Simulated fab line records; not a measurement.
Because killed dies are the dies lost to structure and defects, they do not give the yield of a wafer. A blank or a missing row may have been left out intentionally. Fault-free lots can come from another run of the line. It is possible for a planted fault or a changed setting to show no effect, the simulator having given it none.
What tool caused it?    flow n5-finfet    33 wafers from 11 lots sampled at 2 of the route's 1938 steps

## WHAT THE GAUGES READ, wafer by wafer
N5_BEOL_M14_OVL_MEAS_29. Usual: M14_OVL typically reads 3 nm, with standard deviation 5.4.
lot   measured      on          M14_OVL (nm)  flag
L425  day 11 21:09  overlay-02  2 10 3        
L426  day 12 01:47  overlay-01  2 2 0         
L430  day 12 15:01  overlay-02  -5 -1 1       
L435  day 14 17:38  overlay-01  5 6 0         
L437  day 14 23:02  overlay-01  10 8 10       
L436  day 15 12:13  overlay-01  -6 11 7       
L439  day 15 20:10  overlay-01  -3 2 -1       
L440  day 16 03:58  overlay-01  7 -3 5        
L444  day 17 08:10  overlay-02  -1 0 8        
L447  day 18 05:56  overlay-01  2 2 6         
L448  day 18 16:07  overlay-01  11 12 8       

## TOOL THAT RAN EACH LOT (tool first, then ch and the chambers of the sampled wafers, then the start)
lot   N5_BEOL_M14_ILD_DEP_00
L425  pecvd-04 ch 0,1,2, day 11 19:38
L426  pecvd-04 ch 0,1,2, day 12 00:09
L430  pecvd-03 ch 0,1,2, day 12 13:31
L435  pecvd-03 ch 0,1, day 14 16:03
L437  pecvd-02 ch 0,2, day 14 21:27
L436  pecvd-03 ch 0,2, day 15 10:40
L439  pecvd-02 ch 0,1, day 15 18:33
L440  pecvd-03 ch 0,1,2, day 16 02:26
L444  pecvd-02 ch 0,2, day 17 06:47
L447  pecvd-03 ch 0,1,2, day 18 04:17
L448  pecvd-02 ch 0,1,2, day 18 14:44
- N5_BEOL_M14_ILD_DEP_00: deposits SiO2 from TEOS/O2, target thk 1119.3 nm, time 237.4 s.

## WHAT THE TOOLS THEMSELVES READ (means of the sampled wafers that have a number; where no wafer has one, the mark that the record gives instead)
N5_BEOL_M14_ILD_DEP_00. Usual: heater-power-w 528 W, standard deviation 88; showerhead-plenum-p-Torr 8.35 Torr, standard deviation 0.039; throttle-valve-pct 18.9 %, standard deviation 1.4.
lot   tool      heater-power-w (W)  showerhead-plenum-p-Torr (Torr)  throttle-valve-pct (%)  flag
L425  pecvd-04  530                 8.36                             18.7                    
L426  pecvd-04  557                 8.37                             18.8                    
L430  pecvd-03  503                 8.36                             18.7                    
L435  pecvd-03  496                 8.36                             18.9                    
L437  pecvd-02  559                 8.37                             17.7                    
L436  pecvd-03  533                 8.35                             17.9                    
L439  pecvd-02  535                 8.32                             20.3                    
L440  pecvd-03  533                 8.37                             19.0                    
L444  pecvd-02  533                 8.37                             17.8                    
L447  pecvd-03  512                 8.35                             19.0                    
L448  pecvd-02  504                 8.35                             19.0                    

## THE ANSWER, worked out from the rows above alone
Rule: a lot is off if the mean of its wafers that have a number lies more than 3 standard deviations from the usual mean. A lot without any number at a reading at which 4 lots or more have one is off too. Any other lot the step has rows for is counted as sound. After the gauges, taken in route order, come the tools' own readings; for these a lot's mean is taken, as printed above. The first step at which some lot is off is used, and at that step the reading that is off furthest; a lot without a number counts as furthest.
Across all readings shown, no lot is off: no conclusion can be drawn from this.

## WHAT THE SIMULATOR PUT IN
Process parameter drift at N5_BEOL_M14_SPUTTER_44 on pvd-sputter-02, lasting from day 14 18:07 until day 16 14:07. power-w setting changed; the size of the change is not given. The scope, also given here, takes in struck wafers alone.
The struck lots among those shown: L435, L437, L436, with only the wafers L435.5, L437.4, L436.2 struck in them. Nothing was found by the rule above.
